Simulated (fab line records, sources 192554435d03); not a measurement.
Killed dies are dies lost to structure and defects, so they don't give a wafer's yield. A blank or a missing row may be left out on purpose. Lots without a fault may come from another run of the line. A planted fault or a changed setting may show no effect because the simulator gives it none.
Chamber matching | flow n5_finfet | N5_FIN_SAQP_ETCH_69 on rie_diel-04: 4 sister chambers
The step etches SOC in N2/H2, stops on SiNx, target depth 150 nm. 20 wafers are shown with their chamber, then 10 later ones without.

WAFERS WITH THEIR CHAMBER
wafer  | chamber | drypump_motor_current_A (A) | showerhead_plenum_p_Torr (Torr) | rf_vpp_V (V)
L075.3 | 1       | 5.3                         | 2.63                            | 242.3
L075.4 | 2       | 4.8                         | 2.49                            | 241.0
L075.6 | 1       | 5.3                         | 2.63                            | 243.0
L077.3 | 2       | 4.8                         | 2.49                            | 240.2
L077.4 | 1       | 5.3                         | 2.63                            | 241.9
L077.6 | 3       | 5.6                         | 2.44                            | 240.2
L078.1 | 2       | 4.8                         | 2.49                            | 239.9
L078.2 | 1       | 5.3                         | 2.63                            | 241.2
L078.3 | 3       | 5.7                         | 2.44                            | 239.1
L078.4 | 0       | 5.9                         | 2.44                            | 238.0
L078.5 | 3       | 5.6                         | 2.44                            | 238.9
L078.6 | 0       | 5.8                         | 2.44                            | 240.4
L081.1 | 2       | 4.8                         | 2.49                            | 239.5
L081.2 | 3       | 5.6                         | 2.44                            | 238.4
L081.5 | 2       | 4.8                         | 2.49                            | 240.8
L091.1 | 1       | 5.3                         | 2.61                            | 241.9
L091.3 | 3       | 5.6                         | 2.43                            | 239.5
L091.4 | 2       | 4.8                         | 2.48                            | 239.0
L092.2 | 1       | 5.3                         | 2.61                            | 243.5
L092.5 | 2       | 4.8                         | 2.48                            | 240.3

SIGNATURES (means of the wafers above)
reading                  | chamber 0 | chamber 1 | chamber 2 | chamber 3 | scatter within a chamber
drypump_motor_current_A  | 5.850     | 5.300     | 4.800     | 5.620     | 0.0285
showerhead_plenum_p_Torr | 2.4400    | 2.6233    | 2.4871    | 2.4380    | 0.00687
rf_vpp_V                 | 239.200   | 242.300   | 240.100   | 239.220   | 0.834
Rule: a wafer's distance from a chamber is the root of the sum, over the readings, of the square of ((its reading less the chamber's mean) divided by the reading's scatter). The wafer belongs to the nearest chamber; if the next one is less than 2 further off, it can't be placed. The scatter: the root of (the sum of the squares of (reading less its chamber's mean) over the shown wafers, divided by (wafers less chambers)).

WAFERS WITHOUT THEIR CHAMBER
wafer  | drypump_motor_current_A (A) | showerhead_plenum_p_Torr (Torr) | rf_vpp_V (V)
L092.6 | 5.3                         | 2.61                            | 242.2
L095.2 | 5.3                         | 2.61                            | 242.1
L095.4 | 4.8                         | 2.48                            | 240.2
L095.5 | 5.6                         | 2.43                            | 239.5
L097.1 | 5.3                         | 2.61                            | 242.4
L097.2 | 5.6                         | 2.42                            | 240.2
L097.3 | 4.8                         | 2.47                            | 240.2
L097.4 | 5.9                         | 2.42                            | 239.9
L097.5 | 5.8                         | 2.42                            | 238.8
L097.6 | 5.3                         | 2.61                            | 241.7

WHICH CHAMBER EACH WENT THROUGH
wafer  | from the rows above | in truth
L092.6 | 1                   | 1
L095.2 | 1                   | 1
L095.4 | 2                   | 2
L095.5 | 3                   | 3
L097.1 | 1                   | 1
L097.2 | 3                   | 3
L097.3 | 2                   | 2
L097.4 | 0                   | 0
L097.5 | 0                   | 0
L097.6 | 1                   | 1
Placed correctly: 10 of 10. Can't be placed from these rows: 0. Placed wrongly: 0.
